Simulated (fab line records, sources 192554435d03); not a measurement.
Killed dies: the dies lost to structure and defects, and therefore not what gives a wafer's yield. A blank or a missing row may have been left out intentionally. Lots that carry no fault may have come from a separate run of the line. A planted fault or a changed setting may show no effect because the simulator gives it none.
Matching of chambers / flow n5Finfet / N5_DUMMY_GATE_DESCUM_20 on rieDiel-03: 4 sister chambers
The step chemistry O2, time 6.2 s. 22 wafers are shown with their chamber, then 11 later ones without.

== WAFERS PAIRED WITH THEIR CHAMBERS ==
wafer=L077.1; chamber=3; showerheadPlenumPTorr (Torr)=2.20; throttleValvePct (%)=20.68; rfVppV (V)=243.6
wafer=L077.2; chamber=1; showerheadPlenumPTorr (Torr)=2.15; throttleValvePct (%)=20.56; rfVppV (V)=244.9
wafer=L077.3; chamber=0; showerheadPlenumPTorr (Torr)=2.17; throttleValvePct (%)=20.33; rfVppV (V)=243.5
wafer=L077.4; chamber=2; showerheadPlenumPTorr (Torr)=2.08; throttleValvePct (%)=20.63; rfVppV (V)=242.8
wafer=L077.5; chamber=1; showerheadPlenumPTorr (Torr)=2.15; throttleValvePct (%)=20.56; rfVppV (V)=244.7
wafer=L077.6; chamber=0; showerheadPlenumPTorr (Torr)=2.17; throttleValvePct (%)=20.33; rfVppV (V)=243.5
wafer=L079.1; chamber=2; showerheadPlenumPTorr (Torr)=2.08; throttleValvePct (%)=20.65; rfVppV (V)=243.0
wafer=L079.2; chamber=1; showerheadPlenumPTorr (Torr)=2.15; throttleValvePct (%)=20.56; rfVppV (V)=244.4
wafer=L079.3; chamber=0; showerheadPlenumPTorr (Torr)=2.17; throttleValvePct (%)=20.34; rfVppV (V)=244.2
wafer=L079.4; chamber=3; showerheadPlenumPTorr (Torr)=2.20; throttleValvePct (%)=20.67; rfVppV (V)=244.2
wafer=L079.5; chamber=0; showerheadPlenumPTorr (Torr)=2.17; throttleValvePct (%)=20.32; rfVppV (V)=244.2
wafer=L079.6; chamber=1; showerheadPlenumPTorr (Torr)=2.15; throttleValvePct (%)=20.55; rfVppV (V)=244.2
wafer=L082.1; chamber=0; showerheadPlenumPTorr (Torr)=2.17; throttleValvePct (%)=20.34; rfVppV (V)=245.4
wafer=L082.2; chamber=3; showerheadPlenumPTorr (Torr)=2.19; throttleValvePct (%)=20.71; rfVppV (V)=244.6
wafer=L082.4; chamber=3; showerheadPlenumPTorr (Torr)=2.19; throttleValvePct (%)=20.69; rfVppV (V)=244.6
wafer=L088.1; chamber=3; showerheadPlenumPTorr (Torr)=2.19; throttleValvePct (%)=20.71; rfVppV (V)=242.7
wafer=L088.3; chamber=0; showerheadPlenumPTorr (Torr)=2.16; throttleValvePct (%)=20.38; rfVppV (V)=245.2
wafer=L088.4; chamber=1; showerheadPlenumPTorr (Torr)=2.15; throttleValvePct (%)=20.18; rfVppV (V)=245.8
wafer=L091.3; chamber=0; showerheadPlenumPTorr (Torr)=2.16; throttleValvePct (%)=20.37; rfVppV (V)=243.6
wafer=L091.5; chamber=1; showerheadPlenumPTorr (Torr)=2.14; throttleValvePct (%)=20.20; rfVppV (V)=244.0
wafer=L091.6; chamber=2; showerheadPlenumPTorr (Torr)=2.08; throttleValvePct (%)=20.68; rfVppV (V)=243.0
wafer=L092.1; chamber=1; showerheadPlenumPTorr (Torr)=2.14; throttleValvePct (%)=20.20; rfVppV (V)=244.1

SIGNATURES, as means of the wafers listed above
reading=showerheadPlenumPTorr; chamber 0=2.1671; chamber 1=2.1471; chamber 2=2.0800; chamber 3=2.1940; scatter within a chamber=0.00475
reading=throttleValvePct; chamber 0=20.3443; chamber 1=20.4014; chamber 2=20.6533; chamber 3=20.6920; scatter within a chamber=0.114
reading=rfVppV; chamber 0=244.229; chamber 1=244.586; chamber 2=242.933; chamber 3=243.940; scatter within a chamber=0.697
Rule: for a wafer and a chamber, the distance is found by dividing, reading by reading, the gap between the wafer's reading and the chamber's mean by the reading's scatter, squaring, summing and taking the root. If the next closest chamber is less than 2 further off than the closest, the wafer can't be placed; otherwise it belongs to the closest. The scatter is the square root of a quotient: the sum, over the shown wafers, of each reading's squared deviation from its chamber's mean, divided by wafers minus chambers.

== WAFERS MISSING THEIR CHAMBER ==
wafer=L092.2; showerheadPlenumPTorr (Torr)=2.19; throttleValvePct (%)=20.73; rfVppV (V)=244.1
wafer=L092.3; showerheadPlenumPTorr (Torr)=2.16; throttleValvePct (%)=20.37; rfVppV (V)=243.4
wafer=L094.3; showerheadPlenumPTorr (Torr)=2.14; throttleValvePct (%)=20.21; rfVppV (V)=244.0
wafer=L094.5; showerheadPlenumPTorr (Torr)=2.07; throttleValvePct (%)=20.69; rfVppV (V)=242.3
wafer=L094.6; showerheadPlenumPTorr (Torr)=2.19; throttleValvePct (%)=20.75; rfVppV (V)=243.4
wafer=L095.1; showerheadPlenumPTorr (Torr)=2.16; throttleValvePct (%)=20.36; rfVppV (V)=244.0
wafer=L095.3; showerheadPlenumPTorr (Torr)=2.14; throttleValvePct (%)=20.20; rfVppV (V)=245.3
wafer=L095.6; showerheadPlenumPTorr (Torr)=2.19; throttleValvePct (%)=20.73; rfVppV (V)=243.5
wafer=L096.1; showerheadPlenumPTorr (Torr)=2.18; throttleValvePct (%)=20.73; rfVppV (V)=243.6
wafer=L096.4; showerheadPlenumPTorr (Torr)=2.16; throttleValvePct (%)=20.39; rfVppV (V)=243.9
wafer=L096.5; showerheadPlenumPTorr (Torr)=2.18; throttleValvePct (%)=20.74; rfVppV (V)=244.6

== THE CHAMBER EACH PASSED THROUGH ==
wafer=L092.2; from the rows above=3; in truth=3
wafer=L092.3; from the rows above=can't be placed: 0 or 1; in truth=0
wafer=L094.3; from the rows above=1; in truth=1
wafer=L094.5; from the rows above=2; in truth=2
wafer=L094.6; from the rows above=3; in truth=3
wafer=L095.1; from the rows above=can't be placed: 0 or 1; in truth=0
wafer=L095.3; from the rows above=1; in truth=1
wafer=L095.6; from the rows above=3; in truth=3
wafer=L096.1; from the rows above=can't be placed: 3 or 0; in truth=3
wafer=L096.4; from the rows above=can't be placed: 0 or 1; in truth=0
wafer=L096.5; from the rows above=can't be placed: 3 or 0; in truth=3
Correct placement for 6 of the 11. Can't be placed from these rows: 5 (the true chamber is among the candidates in 5). Number placed wrongly: 0.
